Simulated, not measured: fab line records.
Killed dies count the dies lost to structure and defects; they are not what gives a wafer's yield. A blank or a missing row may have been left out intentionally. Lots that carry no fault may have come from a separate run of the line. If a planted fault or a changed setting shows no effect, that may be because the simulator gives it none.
Chamber matching | flow n5Finfet | 4 sister chambers for N5_BEOL_M11_DESCUM_16 on rieDiel-06
The step chemistry O2, time 7.9 s. 4 wafers are shown with their chamber, then 7 later ones without.

WAFERS WITH THEIR CHAMBER
wafer  | chamber | drypumpMotorCurrentA (A)
L087.1 | 3       | 6.0
L087.5 | 1       | 6.7
L087.6 | 0       | 5.9
L092.5 | 2       | 5.5

WAFERS WHOSE CHAMBER IS MISSING
wafer  | drypumpMotorCurrentA (A)
L092.6 | 6.0
L094.2 | 6.8
L094.4 | 5.4
L094.5 | 5.9
L096.1 | 5.9
L096.2 | 6.0
L096.4 | 6.7

EACH ONE'S CHAMBER
wafer  | from the rows above     | in truth
L092.6 | can't be placed: 3 or 0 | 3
L094.2 | 1                       | 1
L094.4 | 2                       | 2
L094.5 | can't be placed: 0 or 3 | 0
L096.1 | can't be placed: 0 or 3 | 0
L096.2 | can't be placed: 3 or 0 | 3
L096.4 | 1                       | 1
Correct placement for 3 of the 7. From these rows, 4 cannot be placed; in 4 the true chamber is one of the candidates. Placed wrongly: 0.
How it was worked out, from the rows above alone: a wafer's distance from a chamber is the root of the sum, over the readings, of the square of ((its reading less the chamber's mean) divided by the reading's scatter). The wafer belongs to the nearest chamber; if the next one is less than 2 further off, it can't be placed. A chamber's mean is the mean of its shown wafers. The scatter (one wafer shown for each chamber): square how far every hidden wafer sits from the nearest shown wafer, average those squares and take the square root.
